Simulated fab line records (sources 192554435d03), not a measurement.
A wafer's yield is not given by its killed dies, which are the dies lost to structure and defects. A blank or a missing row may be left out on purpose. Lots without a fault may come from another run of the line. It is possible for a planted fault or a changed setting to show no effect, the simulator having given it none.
fab line records | flow n5Finfet
record: lots: 7 wafers: 39
route steps=1938 shown DUMMY_GATE@228 SD_EPI_P@321 SD_ACTIVATION@330
startH: the number of hours between the record's first day and the start of the first shown wafer of the lot | waitH: hours since the lot's step before | " same as the row above | L1.1+2: several wafers, shown together as one row | - no value, or no start given | * or withheld: withheld | < > ~ a bound
route shown NAME@n: names a module that has steps shown in the file, with the first one's number in the route | usual: mean/standard deviation of fault-free wafers | same: alike in all rows | chamber/n: place in a boat | sites: each site's reading | _std_site: their standard deviation | _edge_site: mean of outer sites minus mean of inner sites | radiusMm: how far each site lies from the wafer's centre | mask NAME#n: copy n | behind: the tool/chamber that last shaped the wafer | hold: why the lot was held/for how many hours/how that ended | device: which transistor (n, p or np) failed to switch | end of line: at the end of the route, the tests of the same wafers | a step without rows: its recipe alone | killed: count of dies lost to structure and defects at first sort (not the wafer's yield) | map: shows each die of a wafer: x if killed, . if not, _ if none is there
set.NAME: the setting as run; set.NAME@STEP: as run at that earlier step | model.NAME: the simulator's own value behind a step, which no gauge read
lots where settings were altered on purpose, with a table for each step and a row for each wafer
== steps ==
step: N5_DUMMY_GATE_EXPOSE_12
recipe: maskId: GATE na: 0.33 sourceShape: annular sigmaInner: 0.2 sigmaOuter: 0.6 polarization: unpolarized targetCdNm: 25 doseMj: 34
columns lot.wafer tool chamber startH waitH mask set.doseMj
L077.1+3+5 euvScanner-01 0 63.92 - GATE#0 32.14
L077.2+4+6 " 0 " " GATE#0 34
L080.1+3+4 euvScanner-02 0 81.86 - GATE#0 36.32
L080.2+5+6 " 0 " " GATE#0 34
L081.1+2+3+4+5+6 euvScanner-01 0 87.54 - GATE#0 34
L082.1+3+6 euvScanner-01 0 96.33 - GATE#0 34
L082.2+4+5 " 0 " " GATE#0 35.72
L085.1+2+6 euvScanner-02 0 114.62 - GATE#0 32.64
L085.3+4+5 " 0 " " GATE#0 34
L095.2+4+6 euvScanner-02 0 171.10 - GATE#0 34
L097.1+5+6 euvScanner-01 0 183.32 - GATE#0 31.95
L097.2+3+4 " 0 " " GATE#0 34
step: N5_DUMMY_GATE_PEB_13
recipe: pebTempC: 100 pebTimeS: 60 resist: CAR-EUV
step: N5_DUMMY_GATE_DEVELOP_14
recipe: developTimeS: 30 developer: TMAH resist: CAR-EUV rinseLiquid: surfactantRinse dry: airSpin devTempC: 23
step: N5_DUMMY_GATE_CD_MEAS_15
recipe: targetCdNm: 25.8 landingEnergyEv: 500 detector: seInlens
usual: cdNm: 24.99/0.22
columns lot.wafer tool chamber startH waitH set.doseMj@DUMMY_GATE_EXPOSE_12 cdNm
L077.1 cdSem-02 0 64.05 - 32.14 26.14
L077.2 " 0 " " 34 24.80
L077.3 " 0 " " 32.14 26.24
L077.4 " 0 " " 34 25.03
L077.5 " 0 " " 32.14 26.19
L077.6 " 0 " " 34 24.77
L080.1 cdSem-01 0 81.99 - 36.32 24.02
L080.2 " 0 " " 34 24.85
L080.3 " 0 " " 36.32 24.15
L080.4 " 0 " " 36.32 24.01
L080.5 " 0 " " 34 24.68
L080.6 " 0 " " 34 24.75
L081.1 cdSem-03 0 87.67 - 34 25.04
L081.2 " 0 " " 34 25.06
L081.3 " 0 " " 34 24.70
L081.4 " 0 " " 34 24.63
L081.5 " 0 " " 34 24.96
L081.6 " 0 " " 34 24.95
L082.1 cdSem-03 0 96.46 - 34 24.84
L082.2 " 0 " " 35.72 24.37
L082.3 " 0 " " 34 24.87
L082.4 " 0 " " 35.72 23.77
L082.5 " 0 " " 35.72 23.93
L082.6 " 0 " " 34 24.99
L085.1 cdSem-02 0 114.75 - 32.64 26.00
L085.2 " 0 " " 32.64 26.09
L085.3 " 0 " " 34 24.99
L085.4 " 0 " " 34 25.32
L085.5 " 0 " " 34 24.78
L085.6 " 0 " " 32.64 25.87
L095.2 cdSem-02 0 171.23 - 34 25.11
L095.4 " 0 " " 34 25.17
L095.6 " 0 " " 34 25.11
L097.1 cdSem-02 0 183.45 - 31.95 25.72
L097.2 " 0 " " 34 24.95
L097.3 " 0 " " 34 25.07
L097.4 " 0 " " 34 24.79
L097.5 " 0 " " 31.95 26.42
L097.6 " 0 " " 31.95 26.13
step: N5_DUMMY_GATE_STRIP_38
recipe: chemistry: N2/H2 tempC: 40 n2FlowSccm: 200 h2FlowSccm: 200 rfFrequencyHz: 6e+07
step: N5_DUMMY_GATE_STRIP_39
recipe: chemistry: N2/H2 tempC: 40 n2FlowSccm: 200 h2FlowSccm: 200 rfFrequencyHz: 6e+07
step: N5_DUMMY_GATE_TRIM_49
recipe: chemistry: O2 resist: SOC timeS: 29 targetCdNm: 14 sourcePowerW: 300 biasPowerW: 0 O2_flow_sccm: 100 tempC: 20
columns lot.wafer tool chamber startH waitH set.doseMj@DUMMY_GATE_EXPOSE_12 model.DUMMY_GATE.cdNm
L077.1 rieSi-04 1 64.60 0.0 32.14 14.6
L077.2 " 3 " " 34 14
L077.3 " 0 " " 32.14 15
L077.4 " 2 " " 34 13.4
L077.5 " 3 " " 32.14 15.2
L077.6 " 2 " " 34 13.6
L080.1 rieSi-04 2 82.36 0.0 36.32 12.6
L080.2+5 " 0,2 " " 34 13.8
L080.3 " 3 " " 36.32 13
L080.4 " 1 " " 36.32 12.4
L080.6 " 3 " " 34 14.2
L081.1 rieSi-04 2 88.03 0.0 34 13.4
L081.2+3 " 1,0 " " 34 14
L081.4 " 3 " " 34 14.4
L081.5 " 1 " " 34 13.8
L081.6 " 2 " " 34 13.6
L082.1+3+6 rieSi-06 3,0,3 96.81 0.0 34 14.2
L082.2 " 1 " " 35.72 13
L082.4 " 2 " " 35.72 13.4
L082.5 " 0 " " 35.72 12.6
L085.1 rieSi-04 3 115.10 0.0 32.64 14.6
L085.2 " 0 " " 32.64 15.2
L085.3+4+5 " 2,1,3 " " 34 14
L085.6 " 2 " " 32.64 14.8
L095.2 rieSi-05 0 171.58 0.0 34 14
L095.4+6 " 1,2 " " 34 14.4
L097.1 rieSi-04 3 183.81 0.0 31.95 15.2
L097.2 " 0 " " 34 13.8
L097.3+4 " 2,1 " " 34 13.6
L097.5+6 " 3,0 " " 31.95 15
step: N5_DUMMY_GATE_STRIP_40
recipe: chemistry: CF4 resist: SiARC powerW: 300 biasPowerW: 75 pressureMtorr: 50 cf4FlowSccm: 150 rfFrequencyHz: 6e+07
step: N5_DUMMY_GATE_CD_MEAS_50
recipe: targetCdNm: 14
usual: cdNm: 14.0/0.36
columns lot.wafer tool chamber startH waitH set.doseMj@DUMMY_GATE_EXPOSE_12 cdNm
L077.1 cdSem-01 - 64.75 0.0 32.14 14.6
L077.2 " - " " 34 14.1
L077.3 " - " " 32.14 15.0
L077.4 " - " " 34 13.4
L077.5 " - " " 32.14 15.6
L077.6 " - " " 34 13.9
L080.1 cdSem-02 - 82.51 0.0 36.32 12.5
L080.2 " - " " 34 13.5
L080.3 " - " " 36.32 12.6
L080.4 " - " " 36.32 12.3
L080.5 " - " " 34 14.0
L080.6 " - " " 34 14.3
L081.1 cdSem-01 - 88.18 0.0 34 13.3
L081.2 " - " " 34 13.8
L081.3 " - " " 34 14.2
L081.4 " - " " 34 14.3
L081.5 " - " " 34 13.6
L081.6 " - " " 34 13.9
L082.1 cdSem-03 - 96.99 0.0 34 14.4
L082.2 " - " " 35.72 13.3
L082.3 " - " " 34 14.5
L082.4 " - " " 35.72 13.6
L082.5 " - " " 35.72 12.6
L082.6 " - " " 34 14.4
L085.1 cdSem-01 - 115.44 0.0 32.64 14.9
L085.2 " - " " 32.64 15.1
L085.3 " - " " 34 14.0
L085.4 " - " " 34 13.5
L085.5 " - " " 34 13.9
L085.6 " - " " 32.64 14.5
L095.2 cdSem-02 - 171.85 0.0 34 13.7
L095.4 " - " " 34 14.4
L095.6 " - " " 34 14.0
L097.1 cdSem-01 - 183.96 0.0 31.95 15.0
L097.2 " - " " 34 13.7
L097.3 " - " " 34 13.6
L097.4 " - " " 34 13.5
L097.5 " - " " 31.95 14.9
L097.6 " - " " 31.95 15.2
step: N5_DUMMY_GATE_ETCH_44
recipe: chemistry: HBr/O2 overEtchFrac: 0.7 targetDepthA: 1275 stopOn: SiO2 ionEnergyEv: 60 biasW: 20 target: poly-Si maskMaterial: SiO2 pressureMtorr: 20 icpW: 400 HBr_flow_sccm: 120 O2_flow_sccm: 10
columns lot.wafer tool chamber startH waitH set.targetDepthA
L077.1+2+3+4+5+6 rieSi-06 1,2,0,3,0,1 65.13 0.0 1275
L080.1+3+5 rieSi-06 1,0,2 82.96 0.0 1364
L080.2+4+6 " 2,3,3 " " 1275
L081.1+4+5 rieSi-05 0,1,2 88.56 0.0 1352
L081.2+3+6 " 3,2,3 " " 1275
L082.1+2+5 rieSi-04 1,0,2 97.38 0.0 1180
L082.3+4+6 " 3,2,3 " " 1275
L085.1+2+4 rieSi-04 0,3,2 115.86 0.0 1275
L085.3+5+6 " 1,1,0 " " 1354
L095.2+4+6 rieSi-06 0,1,0 172.41 0.0 1275
L097.1+2+3+4+5+6 rieSi-06 3,0,1,2,3,0 184.54 0.0 1275
step: N5_DUMMY_GATE_CD_MEAS_24
recipe: targetCdNm: 15
usual: cdNm: 15.0/0.39
columns lot.wafer tool chamber startH waitH set.doseMj@DUMMY_GATE_EXPOSE_12 cdNm
L077.1 cdSem-01 - 65.24 0.1 32.14 15.7
L077.2 " - " " 34 15.0
L077.3 " - " " 32.14 15.8
L077.4 " - " " 34 13.9
L077.5 " - " " 32.14 15.3
L077.6 " - " " 34 14.9
L080.1 cdSem-03 - 83.07 0.1 36.32 13.9
L080.2 " - " " 34 15.3
L080.3 " - " " 36.32 13.9
L080.4 " - " " 36.32 13.7
L080.5 " - " " 34 15.1
L080.6 " - " " 34 15.1
L081.1 cdSem-01 - 88.67 0.1 34 14.3
L081.2 " - " " 34 15.3
L081.3 " - " " 34 15.0
L081.4 " - " " 34 15.0
L081.5 " - " " 34 14.9
L081.6 " - " " 34 14.2
L082.1 cdSem-02 - 97.49 0.1 34 15.2
L082.2 " - " " 35.72 13.7
L082.3 " - " " 34 15.4
L082.4 " - " " 35.72 14.3
L082.5 " - " " 35.72 13.7
L082.6 " - " " 34 15.2
L085.1 cdSem-03 - 115.97 0.1 32.64 15.9
L085.2 " - " " 32.64 16.7
L085.3 " - " " 34 14.5
L085.4 " - " " 34 15.0
L085.5 " - " " 34 14.7
L085.6 " - " " 32.64 15.9
L095.2 cdSem-01 - 172.53 0.1 34 15.0
L095.4 " - " " 34 15.3
L095.6 " - " " 34 15.4
L097.1 cdSem-02 - 184.65 0.1 31.95 16.2
L097.2 " - " " 34 14.7
L097.3 " - " " 34 14.6
L097.4 " - " " 34 15.0
L097.5 " - " " 31.95 15.9
L097.6 " - " " 31.95 15.5
step: N5_DUMMY_GATE_ETCH_42
recipe: chemistry: CHF3/O2 target: SiO2 targetDepthA: 35 timeS: 31 ionEnergyEv: 30 biasW: 12 pressureMtorr: 30 sourceW: 600 Ar_flow_sccm: 200 CHF3_flow_sccm: 50 O2_flow_sccm: 5
columns lot.wafer tool chamber startH waitH set.doseMj@DUMMY_GATE_EXPOSE_12 model.DUMMY_GATE.cdNm
L077.1+5 rieDiel-02 3,1 65.29 0.0 32.14 15.8
L077.2 " 0 " " 34 15.2
L077.3 " 2 " " 32.14 16
L077.4 " 1 " " 34 14.4
L077.6 " 2 " " 34 14.6
L080.1+3 rieDiel-06 2,1 83.18 0.1 36.32 13.8
L080.2+5 " 3,0 " " 34 15
L080.4 " 0 " " 36.32 13.4
L080.6 " 1 " " 34 15.4
L081.1 rieDiel-05 2 88.79 0.1 34 14.6
L081.2+3 " 1,0 " " 34 15
L081.4 " 3 " " 34 15.2
L081.5 " 0 " " 34 14.8
L081.6 " 3 " " 34 14.4
L082.1+3+6 rieDiel-05 1,0,2 97.56 0.1 34 15.4
L082.2 " 3 " " 35.72 14
L082.4 " 2 " " 35.72 14.4
L082.5 " 3 " " 35.72 13.6
L085.1 rieDiel-05 0 116.18 0.2 32.64 15.8
L085.2 " 2 " " 32.64 16.4
L085.3+5 " 3 " " 34 15.2
L085.4 " 0 " " 34 15.4
L085.6 " 2 " " 32.64 16
L095.2 rieDiel-06 0 172.57 0.0 34 14.8
L095.4+6 " 1,3 " " 34 15.4
L097.1+5 rieDiel-06 2,1 184.70 0.0 31.95 16
L097.2 " 1 " " 34 14.8
L097.3 " 0 " " 34 14.6
L097.4 " 2 " " 34 15
L097.6 " 0 " " 31.95 15.6
step: N5_SD_EPI_P_EPI_21
recipe: material: SiGe:B dopant: B tempC: 550 pressureTorr: 20 ambient: H2 timeS: 355
columns lot.wafer tool chamber startH waitH set.pressureTorr model.SiGe-B_of_SD_EPI_P_EPI_21.thkNm
L077.1+4 epiRpcvd-03 0 72.36 0.1 20 58.4
L077.2 " 0 " " 20 59.8
L077.3+6 " 0 " " 20 59
L077.5 " 0 " " 20 59.6
L080.1+3 epiRpcvd-03 0 91.51 0.1 20 60.8
L080.2 " 0 " " 20 61
L080.4 " 0 " " 20 60.6
L080.5+6 " 0 " " 20 60.2
L081.1 epiRpcvd-01 0 99.59 0.3 23.5 65.2
L081.2+6 " 0 " " 23.5 65
L081.3 " 0 " " 23.5 65.4
L081.4 " 0 " " 23.5 64.2
L081.5 " 0 " " 23.5 64.4
L082.1+2+4 epiRpcvd-01 0 106.64 0.3 16.22 56.6
L082.3 " 0 107.92 1.4 16.22 56.8
L082.5 " 0 109.20 2.6 16.22 56
L082.6 " 0 " " 16.22 57.2
L085.1 epiRpcvd-02 0 125.10 0.1 17.57 57.4
L085.2 " 0 " " 17.57 57.2
L085.3 " 0 " " 17.57 57.6
L085.4+6 " 0 " " 17.57 57
L085.5 " 0 " " 17.57 56.8
L095.2+6 epiRpcvd-02 0 181.12 0.6 20 60.4
L095.4 " 0 " " 20 60.8
L097.1+5 epiRpcvd-02 0 192.81 0.2 23.37 64.2
L097.2+3 " 0 " " 23.37 64.8
L097.4 " 0 " " 23.37 65
L097.6 " 0 " " 23.37 64
step: N5_SD_EPI_P_HM_STRIP_48
recipe: chemistry: H3PO4 tempC: 160 material: SiNx target: SiNx targetDepthA: 30 overetchFraction: 0.3
step: N5_SD_EPI_P_SRD_49
recipe: dry: ipaMarangoni timeS: 30 tempC: 23 rinseLiquid: diw
step: N5_SD_EPI_P_PRECLEAN_24
recipe: chemistry: O3/DIW timeS: 45 tempC: 22 o3Ppm: 10
columns lot.wafer tool chamber startH waitH set.pressureTorr@SD_EPI_P_EPI_21 model.SiGe-B_of_SD_EPI_P_EPI_21.thkNm
L077.1 wetBench-01 1 75.39 0.0 20 57.8
L077.2 " 4 " " 20 59.4
L077.3+6 " 5,3 " " 20 58.6
L077.4 " 2 " " 20 58
L077.5 " 0 " " 20 59.2
L080.1+3 wetBench-01 6,5 93.81 0.0 20 60.4
L080.2 " 7 " " 20 60.6
L080.4 " 3 " " 20 60.2
L080.5+6 " 2,4 " " 20 59.8
L081.1 wetBench-01 4 103.59 0.0 23.5 64.8
L081.2 " 1 " " 23.5 64.6
L081.3 " 5 " " 23.5 65
L081.4 " 0 " " 23.5 63.8
L081.5 " 6 " " 23.5 64
L081.6 " 7 " " 23.5 64.4
L082.1+2+3+4 wetBench-02 4,2,5,6 110.63 0.0 16.22 56.2
L082.5 " 1 " " 16.22 55.6
L082.6 " 3 " " 16.22 56.8
L085.1 wetBench-01 5 127.41 0.0 17.57 57
L085.2 " 4 " " 17.57 56.8
L085.3 " 3 " " 17.57 57.2
L085.4+6 " 2,0 " " 17.57 56.6
L085.5 " 1 " " 17.57 56.4
L095.2+6 wetBench-01 3,2 183.67 0.0 20 60
L095.4 " 7 " " 20 60.2
L097.1+6 wetBench-02 6,4 195.83 0.0 23.37 63.6
L097.2 " 0 " " 23.37 64.2
L097.3+4 " 1,5 " " 23.37 64.4
L097.5 " 7 " " 23.37 63.8
step: N5_SD_EPI_P_PRECLEAN_32
recipe: chemistry: dHF timeS: 10 dilution: 500:1 tempC: 25
step: N5_SD_EPI_P_PRECLEAN_33
recipe: chemistry: SC2 timeS: 45 tempC: 35 mix: 1:1:50
step: N5_SD_ACTIVATION_RTA_00
recipe: tempC: 975 timeS: 0 ambient: N2 idleTempC: 600 rampUpCPerS: 150 rampDownCPerS: 60 coolToC: 600
step: N5_SD_ACTIVATION_LSA_01
recipe: tempC: 1080 timeS: 0.0008 ambient: N2
step: N5_SD_ACTIVATION_RS_MEAS_03
recipe: thkMeasGauge: four-point-probe
usual: RS_SD_N: 21.94/0.25 RS_SD_P: 56.6/0.92
columns lot.wafer tool chamber startH waitH set.pressureTorr@SD_EPI_P_EPI_21 RS_SD_N[ohm/sq] RS_SD_P[ohm/sq]
L077.1 filmMetro-01 - 76.03 0.2 20 21.85 58.9
L077.2 " - " " 20 21.64 57.1
L077.3 " - " " 20 21.89 58.6
L077.4 " - " " 20 21.69 58.9
L077.5 " - " " 20 21.65 57.2
L077.6 " - " " 20 22.08 58.1
L080.1 filmMetro-02 - 94.31 0.2 20 22.09 56.4
L080.2 " - " " 20 21.75 56.0
L080.3 " - " " 20 21.76 56.4
L080.4 " - " " 20 22.30 57.0
L080.5 " - " " 20 21.88 56.8
L080.6 " - " " 20 22.21 56.5
L081.1 filmMetro-01 - 104.09 0.2 23.5 21.75 49.8
L081.2 " - " " 23.5 21.92 50.9
L081.3 " - " " 23.5 21.78 50.1
L081.4 " - " " 23.5 21.78 51.1
L081.5 " - " " 23.5 22.11 51.0
L081.6 " - " " 23.5 21.66 50.2
L082.1 filmMetro-01 - 111.14 0.2 16.22 22.01 64.5
L082.2 " - " " 16.22 22.00 64.4
L082.3 " - " " 16.22 22.21 63.9
L082.4 " - " " 16.22 22.48 64.4
L082.5 " - " " 16.22 22.30 64.9
L082.6 " - " " 16.22 22.28 63.8
L085.1 filmMetro-01 - 127.91 0.2 17.57 21.86 63.1
L085.2 " - " " 17.57 21.57 62.3
L085.3 " - " " 17.57 21.67 61.9
L085.4 " - " " 17.57 21.47 63.4
L085.5 " - " " 17.57 22.16 63.4
L085.6 " - " " 17.57 21.93 62.8
L095.2 filmMetro-02 - 184.20 0.2 20 21.18 57.5
L095.4 " - " " 20 21.71 57.3
L095.6 " - " " 20 21.65 57.7
L097.1 filmMetro-02 - 196.33 0.2 23.37 22.14 51.7
L097.2 " - " " 23.37 21.98 51.3
L097.3 " - " " 23.37 22.24 51.3
L097.4 " - " " 23.37 22.13 51.4
L097.5 " - " " 23.37 22.23 51.5
L097.6 " - " " 23.37 22.25 52.7
== key ==
split: step: N5_DUMMY_GATE_EXPOSE_12 setting: doseMj stated: 34 by: wafer
response: step: N5_DUMMY_GATE_CD_MEAS_15 reading: cdNm change: -0.176 per: 1% r: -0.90
response: step: N5_DUMMY_GATE_TRIM_49 reading: model.DUMMY_GATE.cdNm change: -0.217 per: 1% r: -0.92
response: step: N5_DUMMY_GATE_CD_MEAS_50 reading: cdNm change: -0.234 per: 1% r: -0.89
response: step: N5_DUMMY_GATE_CD_MEAS_24 reading: cdNm change: -0.221 per: 1% r: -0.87
response: step: N5_DUMMY_GATE_ETCH_42 reading: model.DUMMY_GATE.cdNm change: -0.213 per: 1% r: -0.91
split: step: N5_DUMMY_GATE_ETCH_44 setting: targetDepthA stated: 1275 by: wafer
response none clear
split: step: N5_SD_EPI_P_EPI_21 setting: pressureTorr stated: 20 by: lot
response: step: N5_SD_EPI_P_EPI_21 reading: model.SiGe-B_of_SD_EPI_P_EPI_21.thkNm change: +0.236 per: 1% r: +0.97
response: step: N5_SD_EPI_P_PRECLEAN_24 reading: model.SiGe-B_of_SD_EPI_P_EPI_21.thkNm change: +0.234 per: 1% r: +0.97
response: step: N5_SD_ACTIVATION_RS_MEAS_03 reading: RS_SD_P change: -0.378 per: 1% r: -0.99
